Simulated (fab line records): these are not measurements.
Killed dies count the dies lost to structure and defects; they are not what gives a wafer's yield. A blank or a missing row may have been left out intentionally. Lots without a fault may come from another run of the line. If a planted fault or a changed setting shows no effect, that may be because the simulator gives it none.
Which tool did it? -- flow n5Finfet -- 9 lots, 27 wafers sampled, at 4 steps of a route of 1938

WHAT THE GAUGES READ, wafer by wafer
N5_BEOL_M4_RC_MEAS_101.
lot,measured,on,VT_N_LVT (mV)
L758,day 8 02:34,prober-01,95.0 98.0 95.5
L759,day 8 21:16,prober-02,97.2 94.7 100.4
L760,day 8 19:33,prober-01,94.5 96.2 97.2
L762,day 9 07:28,prober-01,115.7 116.1 117.7
L763,day 9 20:53,prober-02,118.8 116.9 119.1
L775,day 13 01:31,prober-01,98.2 101.9 96.4
L777,day 13 05:51,prober-01,95.4 95.7 94.1
L779,day 14 10:37,prober-01,97.4 95.9 96.6
L778,day 14 07:29,prober-02,95.8 98.4 99.8

TOOL THAT RAN EACH LOT (tool first, then ch and the chambers of the sampled wafers, then the start)
lot,N5_HKMG_FIN_NWFM_ALD_20,N5_HKMG_FIN_ETCH_67,N5_HKMG_FIN_CMP_23
L758,"aldMetal-01 ch 2,3, day 4 20:16","rieDiel-06 ch 1,2,3, day 4 20:43","cmp-01 ch 0,2,3, day 4 21:59"
L759,"aldMetal-02 ch 2,3, day 5 01:38","rieDiel-02 ch 0,2,3, day 5 02:04","cmp-01 ch 0,2, day 5 03:20"
L760,"aldMetal-04 ch 0,1,2, day 5 06:40","rieDiel-06 ch 0,3, day 5 07:08","cmp-04 ch 1,2,3, day 5 08:29"
L762,"aldMetal-04 ch 0,1,3, day 5 17:16","rieDiel-06 ch 0,3, day 5 17:45","cmp-01 ch 0,2,3, day 5 19:02"
L763,"aldMetal-04 ch 1,2, day 6 01:23","rieDiel-01 ch 1,2, day 6 02:01","cmp-04 ch 1,2,3, day 6 03:21"
L775,"aldMetal-02 ch 0,1,2, day 9 00:02","rieDiel-01 ch 0,2, day 9 00:28","cmp-01 ch 2,3, day 9 01:55"
L777,"aldMetal-04 ch 1,3, day 9 12:13","rieDiel-01 ch 1,2, day 9 12:39","cmp-03 ch 0,1, day 9 13:55"
L779,"aldMetal-04 ch 1,2, day 9 23:40","rieDiel-02 ch 1,3, day 10 00:10","cmp-04 ch 0,1,3, day 10 01:48"
L778,"aldMetal-04 ch 0,1,2, day 10 00:10","rieDiel-02 ch 2,3, day 10 00:40","cmp-03 ch 0,3, day 10 02:04"
- N5_HKMG_FIN_NWFM_ALD_20: deposits TiAlC, target thk 2 nm, pulse time 3 s, purge time 2 s.
- N5_HKMG_FIN_ETCH_67: etches SOC in N2/H2, stops on TiN, target depth 388.9 nm.
- N5_HKMG_FIN_CMP_23: polishes, stops on SiNx, t overpolish 10 s, target thk 46.326 nm.

THE ANSWER, worked out from the rows above alone
Rule: the lots themselves supply what counts as usual. The widest of any qualifying gaps counts: lots, ordered by their means at a reading, are off when they make up no more than a third of the lots, leave a main group of 4 or more, and stand apart from it by 3 or more times the standard deviation of that group's means. If all means in a main group match to the digits the tables above print for the reading, that group is not used. A lot without any number at a reading at which 4 lots or more have one is off too. The other lots that the step has rows for count as sound.
Off: L762, L763, seen at N5_BEOL_M4_RC_MEAS_101 (VT_N_LVT). The main group: mean 96.9 mV, standard deviation 1.2.
If a tool, at a process step before that reading, ran all the lots that are off and no sound lot after the first of them, it fits. Gauges at N5_BEOL_M4_RC_MEAS_101: tried the same way as those tools. None of those tried fits.

WHAT THE SIMULATOR HAD PUT IN
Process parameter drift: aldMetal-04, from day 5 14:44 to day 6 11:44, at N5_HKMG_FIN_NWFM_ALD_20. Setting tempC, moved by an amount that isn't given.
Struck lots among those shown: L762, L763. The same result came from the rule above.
